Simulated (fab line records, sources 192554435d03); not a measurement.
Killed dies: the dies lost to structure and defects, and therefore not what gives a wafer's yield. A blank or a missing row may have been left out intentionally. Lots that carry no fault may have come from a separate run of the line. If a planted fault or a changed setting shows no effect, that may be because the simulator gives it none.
A struck lot beside a sound one + flow n5Finfet + 14 out of 1938 route steps
Sound: the wafers L699.1, L699.2, L699.3. The struck wafers were L708.2, L708.5, L708.6. The cause is given at the end.
Each step with rows lists, per side, the tool, then ch with its chambers, then its first start. Under that, the readings that differ: sound wafers + struck wafers + difference of the means + sigmas: that difference in standard deviations of wafers without a fault.
alike: readings with means less than 2 such deviations apart, plus words and numbers identical on both sides. not compared: withheld readings, readings lacking a value on some wafer, bounds such as >300 that could conceal the same value, and numbers that have no deviation in the record and whose values overlap.
The two part at a step that has a row with sigmas, a row that says differs or no value, or rows on one side only. When numbers do not overlap yet have no deviation, they are printed without sigmas and do not part them. A reading missing from all wafers of one side parts the sides only when that side holds two or more wafers.

N5_BEOL_M7_OVL_MEAS_29:
  sound on overlay-02 ch 0, day 9 12:49; struck on overlay-02 ch 0, day 12 04:43
  alike: V6_OVL
N5_BEOL_M7_INSPECT_30: inspects for defects (brightfield).
  sound on defectInspect-02 at day 9 12:53; struck on defectInspect-02 at day 12 04:46
  alike: rawDefectCount
N5_BEOL_M7_DESCUM_33: chemistry O2, time 7 s.
  sound on rieDiel-05 ch 0,1,3, day 9 12:55; struck on rieDiel-05 ch 1,2,3, day 12 04:48
  alike: chamberPressureMTorr, drypumpMotorCurrentA, oesProductAu, rfVppV, showerheadPlenumPTorr, throttleValvePct
  not compared: rfHoursCounterH
N5_BEOL_M7_ETCH_72: etches underlayer in N2/H2, target depth 6.5 nm, time 5.2 s.
  sound on rieDiel-05 ch 0,1,3, day 9 12:57; struck on rieDiel-05 ch 1,2,3, day 12 04:50
  alike: chamberPressureMTorr, drypumpMotorCurrentA, etchRfOnTimeS, oesProductAu, rfFwdPowerW, rfVppV, showerheadPlenumPTorr, throttleValvePct
  not compared: rfHoursCounterH
then, 1 step without rows for these wafers: N5_BEOL_M7_ETCH_65 (etches SiARC in CF4, target depth 15.6 nm, time 26 s).
N5_BEOL_M7_ETCH_66: etches SOC in N2/H2, target depth 80 nm, overetch 16 nm, time 120 s.
  sound on rieDiel-05 ch 0,1,3, day 9 12:59; struck on rieDiel-05 ch 1,2,3, day 12 04:53
  alike: chamberPressureMTorr, drypumpMotorCurrentA, oesProductAu, rfFwdPowerW, rfVppV, showerheadPlenumPTorr, throttleValvePct
  not compared: rfHoursCounterH
then, 5 steps without rows for these wafers: N5_BEOL_M7_STRIP_69 (strips in N2/H2); N5_BEOL_M7_STRIP_73 (strips in N2/H2); N5_BEOL_M7_VIA_ETCH_34 (etches SiCOH lowk in C4F6/O2, target depth 125.5 nm, time 50.5 s); N5_BEOL_M7_STRIP_76 (strips in C4F6/O2); N5_BEOL_M7_STRIP_36 (strips in N2/H2).
N5_BEOL_M7_TRENCH_ETCH_37: etches SiCOH lowk in C4F6/O2, target depth 93.478 nm, time 31.2 s.
  sound: rieDiel-05 ch 0,1,3; struck: rieDiel-05 ch 1,2,3
  alike: chamberPressureMTorr, drypumpMotorCurrentA, oes_f_703_au, oesProductAu, rfFwdPowerW, rfVppV, showerheadPlenumPTorr, throttleValvePct
  not compared: rfHoursCounterH
N5_BEOL_M7_ETCH_41: etches SiCN in CH3F/O2, target depth 31.9 nm, time 57.8 s.
  sound on rieDiel-05 ch 0,1,3, day 9 13:13; struck on rieDiel-05 ch 1,2,3, day 12 05:07
| reading                 | sound             | struck            | difference | sigmas |
|-------------------------|-------------------|-------------------|------------|--------|
| rfFwdPowerW (W)         | 390.9 389.9 392.3 | 295.3 297.3 299.2 | -93.8      | -67    |
| rfVppV (V)              | 298.2 300.2 297.7 | 324.6 324.3 325.5 | +26.1      | +19    |
| model.etch.depthNm (nm) | 21.93 21.94 21.41 | 19.54 19.36 19.03 | -2.45      |        |
  alike: chamberPressureMTorr, drypumpMotorCurrentA, oesProductAu, showerheadPlenumPTorr, throttleValvePct
  not compared: rfHoursCounterH
N5_BEOL_M7_STRIP_80: strips in N2/H2, time 10 s.
  sound: rieDiel-05 ch 0,1,3; struck: rieDiel-05 ch 1,2,3
  alike: chamberPressureMTorr, drypumpMotorCurrentA, oesProductAu, rfVppV, showerheadPlenumPTorr, throttleValvePct
  not compared: rfHoursCounterH

## WHERE THEY PART
Only at N5_BEOL_M7_ETCH_41, as far as this record shows. Later steps at which nothing parts them and some readings are alike: N5_BEOL_M7_STRIP_80.

WHY: whatever the simulator had introduced
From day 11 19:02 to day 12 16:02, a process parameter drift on rieDiel-05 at N5_BEOL_M7_ETCH_41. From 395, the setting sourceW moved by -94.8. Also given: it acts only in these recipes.
